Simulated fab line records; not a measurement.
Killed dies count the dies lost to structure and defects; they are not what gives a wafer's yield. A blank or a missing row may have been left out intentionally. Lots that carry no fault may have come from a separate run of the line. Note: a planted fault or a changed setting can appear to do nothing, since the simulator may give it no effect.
Which tool is to blame? || flow n5_finfet || 33 wafers from 11 lots sampled at 2 of the route's 1938 steps

## WHAT EACH GAUGE READ, for each wafer
N5_BEOL_M13_CD_MEAS_28: the cd target is 209.5 nm.
{"lot": "L075", "measured": "day 11 14:44", "on": "cd_sem-01", "cd_nm (nm)": "212.2 208.3 210.1"}
{"lot": "L079", "measured": "day 12 08:42", "on": "cd_sem-02", "cd_nm (nm)": "208.6 207.2 209.1"}
{"lot": "L078", "measured": "day 12 10:06", "on": "cd_sem-03", "cd_nm (nm)": "207.6 207.3 208.3"}
{"lot": "L082", "measured": "day 13 01:24", "on": "cd_sem-03", "cd_nm (nm)": "213.4 210.7 212.2"}
{"lot": "L084", "measured": "day 13 14:58", "on": "cd_sem-01", "cd_nm (nm)": "207.2 207.8 206.2"}
{"lot": "L085", "measured": "day 14 00:29", "on": "cd_sem-03", "cd_nm (nm)": "210.2 208.5 208.3"}
{"lot": "L090", "measured": "day 15 01:19", "on": "cd_sem-02", "cd_nm (nm)": "209.5 211.9 209.5"}
{"lot": "L092", "measured": "day 15 04:45", "on": "cd_sem-03", "cd_nm (nm)": "208.7 209.0 211.0"}
{"lot": "L093", "measured": "day 15 20:59", "on": "cd_sem-03", "cd_nm (nm)": "209.5 209.1 210.8"}
{"lot": "L095", "measured": "day 16 14:47", "on": "cd_sem-01", "cd_nm (nm)": "209.8 208.7 210.5"}
{"lot": "L097", "measured": "day 17 06:53", "on": "cd_sem-03", "cd_nm (nm)": "210.1 213.1 210.8"}

## WHAT TOOL EACH LOT RAN ON (gives the tool, then ch and the chambers of the sampled wafers, and finally the start)
{"lot": "L075", "N5_BEOL_M12_TRENCH_ETCH_34": "rie_diel-03 ch 0,1,3, day 11 09:33"}
{"lot": "L079", "N5_BEOL_M12_TRENCH_ETCH_34": "rie_diel-04 ch 0,2,3, day 12 02:32"}
{"lot": "L078", "N5_BEOL_M12_TRENCH_ETCH_34": "rie_diel-04 ch 1,2,3, day 12 04:14"}
{"lot": "L082", "N5_BEOL_M12_TRENCH_ETCH_34": "rie_diel-02 ch 2,3, day 12 21:56"}
{"lot": "L084", "N5_BEOL_M12_TRENCH_ETCH_34": "rie_diel-02 ch 0,1,2, day 13 07:40"}
{"lot": "L085", "N5_BEOL_M12_TRENCH_ETCH_34": "rie_diel-04 ch 0,1,3, day 13 17:16"}
{"lot": "L090", "N5_BEOL_M12_TRENCH_ETCH_34": "rie_diel-03 ch 0,3, day 14 16:34"}
{"lot": "L092", "N5_BEOL_M12_TRENCH_ETCH_34": "rie_diel-04 ch 0,1,2, day 15 00:39"}
{"lot": "L093", "N5_BEOL_M12_TRENCH_ETCH_34": "rie_diel-04 ch 0,1, day 15 16:10"}
{"lot": "L095", "N5_BEOL_M12_TRENCH_ETCH_34": "rie_diel-03 ch 0,2,3, day 16 07:40"}
{"lot": "L097", "N5_BEOL_M12_TRENCH_ETCH_34": "rie_diel-02 ch 0,1,3, day 17 01:19"}
- N5_BEOL_M12_TRENCH_ETCH_34: etches SiOC in C4F8/O2/Ar, target depth 318.95 nm, time 125.5 s.

## THE ANSWER, worked out from the rows above alone
Rule: usual is defined by the lots themselves. The widest of any qualifying gaps counts: lots, ordered by their means at a reading, are off when they make up no more than a third of the lots, leave a main group of 4 or more, and stand apart from it by 3 or more times the standard deviation of that group's means. A main group is skipped when, at the precision printed for the reading in the tables above, its means are all equal. Also off: a lot with no number at a reading for which 4 or more lots have one. All remaining lots with rows at the step are treated as sound.
No lot is off on any of the readings shown, so nothing can be concluded from this.

## WHAT THE SIMULATOR HAD INSERTED
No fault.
